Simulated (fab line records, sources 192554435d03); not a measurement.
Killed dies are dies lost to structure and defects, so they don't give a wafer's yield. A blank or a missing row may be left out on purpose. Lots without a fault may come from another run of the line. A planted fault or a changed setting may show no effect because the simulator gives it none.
Chamber matching | flow n5_finfet | N5_BEOL_M8_DESCUM_16 on rie_diel-01: 4 sister chambers
The step chemistry O2, time 7.9 s. 20 wafers are shown with their chamber, then 10 later ones without.

WAFERS WITH THEIR CHAMBER
wafer  | chamber | drypump_motor_current_A (A) | showerhead_plenum_p_Torr (Torr) | throttle_valve_pct (%)
L074.1 | 1       | 5.1                         | 2.17                            | 20.58
L074.2 | 2       | 4.8                         | 2.01                            | 20.60
L074.3 | 0       | 5.8                         | 2.10                            | 20.40
L074.4 | 1       | 5.1                         | 2.17                            | 20.58
L074.5 | 0       | 5.8                         | 2.10                            | 20.40
L074.6 | 2       | 4.8                         | 2.01                            | 20.62
L075.2 | 2       | 4.8                         | 2.01                            | 20.63
L075.4 | 1       | 5.1                         | 2.17                            | 20.58
L075.5 | 2       | 4.8                         | 2.01                            | 20.62
L077.1 | 0       | 5.8                         | 2.10                            | 20.42
L077.4 | 3       | 6.2                         | 2.20                            | 20.08
L077.6 | 2       | 4.8                         | 2.00                            | 20.64
L079.1 | 2       | 4.8                         | 2.00                            | 20.65
L079.3 | 1       | 5.0                         | 2.17                            | 20.59
L079.5 | 1       | 5.1                         | 2.17                            | 20.59
L081.1 | 2       | 4.8                         | 2.00                            | 20.65
L081.2 | 3       | 6.2                         | 2.19                            | 20.10
L081.3 | 0       | 5.8                         | 2.09                            | 20.45
L082.1 | 3       | 6.2                         | 2.19                            | 20.12
L082.2 | 2       | 4.8                         | 2.00                            | 20.66

SIGNATURES (means of the wafers above)
reading                  | chamber 0 | chamber 1 | chamber 2 | chamber 3 | scatter within a chamber
drypump_motor_current_A  | 5.800     | 5.080     | 4.800     | 6.200     | 0.0224
showerhead_plenum_p_Torr | 2.0975    | 2.1700    | 2.0050    | 2.1933    | 0.00462
throttle_valve_pct       | 20.4175   | 20.5840   | 20.6337   | 20.1000   | 0.0183
Rule: a wafer's distance from a chamber is the root of the sum, over the readings, of the square of ((its reading less the chamber's mean) divided by the reading's scatter). The wafer belongs to the nearest chamber; if the next one is less than 2 further off, it can't be placed. The scatter: the root of (the sum of the squares of (reading less its chamber's mean) over the shown wafers, divided by (wafers less chambers)).

WAFERS WITHOUT THEIR CHAMBER
wafer  | drypump_motor_current_A (A) | showerhead_plenum_p_Torr (Torr) | throttle_valve_pct (%)
L082.3 | 5.8                         | 2.09                            | 20.45
L082.4 | 4.8                         | 2.00                            | 20.68
L082.5 | 6.2                         | 2.19                            | 20.11
L082.6 | 5.8                         | 2.09                            | 20.46
L087.2 | 4.8                         | 1.99                            | 20.68
L087.4 | 5.8                         | 2.09                            | 20.46
L087.6 | 4.8                         | 1.99                            | 20.67
L089.1 | 5.1                         | 2.17                            | 20.19
L089.5 | 4.8                         | 1.99                            | 20.67
L089.6 | 5.1                         | 2.17                            | 20.17

WHICH CHAMBER EACH WENT THROUGH
wafer  | from the rows above | in truth
L082.3 | 0                   | 0
L082.4 | 2                   | 2
L082.5 | 3                   | 3
L082.6 | 0                   | 0
L087.2 | 2                   | 2
L087.4 | 0                   | 0
L087.6 | 2                   | 2
L089.1 | 1                   | 1
L089.5 | 2                   | 2
L089.6 | 1                   | 1
Placed correctly: 10 of 10. Can't be placed from these rows: 0. Placed wrongly: 0.
